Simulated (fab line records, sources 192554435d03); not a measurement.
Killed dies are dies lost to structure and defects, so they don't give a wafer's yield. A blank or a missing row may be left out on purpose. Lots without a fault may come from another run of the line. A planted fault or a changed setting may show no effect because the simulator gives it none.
Split-lot experiment | flow n5_finfet | 7 lots, 21 wafers read, on a route of 1938 steps

THE SPLIT
At N5_BEOL_M15_ETCH_61 (etches BARC in N2/H2, target depth 89 nm, overetch 26.7 nm, time 67.9 s), the setting time_s was moved away from the recipe's 67.9 s on 7 of the 21 wafers read, by -7.6% to +12.2%. The other wafers ran this setting at the recipe's value.

The reading is taken at the split's own step.

THE READING
coat_of_BEOL_M15_COAT_22.thk_nm (the simulator's own value, which no gauge read), in nm, at N5_BEOL_M15_ETCH_61 (etches BARC in N2/H2, target depth 89 nm, overetch 26.7 nm, time 67.9 s). The file gives no usual value for it. The 14 wafers here that ran the recipe average 717.0 nm, standard deviation 3.7 nm.

wafer  | tool, chamber at the split | time_s as run, s | against the recipe | coat_of_BEOL_M15_COAT_22.thk_nm, nm | against lot-mates on the recipe
L074.1 | rie_diel-02, 0             | 67.9             | recipe             | 707.2                               | -
L074.3 | rie_diel-02, 2,0           | 67.9             | recipe             | 712.8                               | -
L074.5 | rie_diel-02, 2,0           | 67.9             | recipe             | 712.8                               | -
L076.1 | rie_diel-05, 2             | 67.9             | recipe             | 718.8                               | -
L076.4 | rie_diel-05, 0             | 67.9             | recipe             | 718.4                               | -
L076.5 | rie_diel-05, 1             | 67.9             | recipe             | 719.2                               | -
L077.1 | rie_diel-06, 2             | 74.8             | +10.2%             | 710                                 | -7.2
L077.4 | rie_diel-06, 1             | 74.8             | +10.2%             | 705.6                               | -11.6
L077.5 | rie_diel-06, 2             | 67.9             | recipe             | 717.2                               | -
L080.1 | rie_diel-02, 2             | 67.9             | recipe             | 716.6                               | -
L080.2 | rie_diel-02, 1,2           | 67.9             | recipe             | 717.2                               | -
L080.6 | rie_diel-02, 1,2           | 67.9             | recipe             | 717.2                               | -
L082.1 | rie_diel-05, 0             | 75.82            | +11.7%             | 714.4                               | -8.2
L082.4 | rie_diel-05, 2             | 75.82            | +11.7%             | 712                                 | -10.6
L082.6 | rie_diel-05, 1             | 67.9             | recipe             | 722.6                               | -
L083.4 | rie_diel-02, 3             | 67.9             | recipe             | 719.2                               | -
L083.5 | rie_diel-02, 3             | 67.9             | recipe             | 719                                 | -
L083.6 | rie_diel-02, 0             | 76.18            | +12.2%             | 709.6                               | -9.5
L086.3 | rie_diel-02, 2             | 67.9             | recipe             | 719.6                               | -
L086.4 | rie_diel-02, 0             | 62.77            | -7.6%              | 723.6                               | +4.0
L086.5 | rie_diel-02, 0             | 62.77            | -7.6%              | 721.4                               | +1.8
Where a row lists several chambers, the file gives one row for several wafers and doesn't say which wafer went through which chamber.

THE FIT
A straight line over all 21 wafers: coat_of_BEOL_M15_COAT_22.thk_nm changes by -0.612 nm for each +1% of time_s; r = -0.71; the points scatter about the line by 3.6 nm.
The same after taking each lot's own level away (the mean of its wafers on the recipe; 21 wafers): -0.739 nm for each +1%; r = -0.93; scatter 1.7 nm.
On that fit, the largest move of time_s shifts the reading by 9 nm.
The lots' own levels span 710.93 to 722.60 nm, that is 3.2 times the standard deviation above.
So the lot-to-lot level blurs the effect unless lot-mates are compared.
Check: with one of the wafers moved furthest among these (+12.2%) left out of the fit, the line predicts -9.56 nm for it against its lot-mates. It came out at -9.5 nm against them.

OTHER SPLITS ON THESE WAFERS
These wafers also went through other splits before the reading. Each is held against what the fit with the lots' levels taken away leaves over:
other split on the same wafers    | wafers away from the commonest value | r with coat_of_BEOL_M15_COAT_22.thk_nm (lot level and that fit taken away)
N5_BEOL_M12_ETCH_59 bias_w        | 7                                    | +0.01
N5_BEOL_M13_TRENCH_ETCH_34 time_s | 10                                   | +0.07
N5_BEOL_M13_SPUTTER_43 time_s     | 7                                    | +0.37
N5_BEOL_M15_COAT_04 spin_rpm      | 9                                    | +0.23

THE FILE'S OWN FIT
coat_of_BEOL_M15_COAT_22.thk_nm changes by -0.77 nm for each +1% of time_s, r = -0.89.
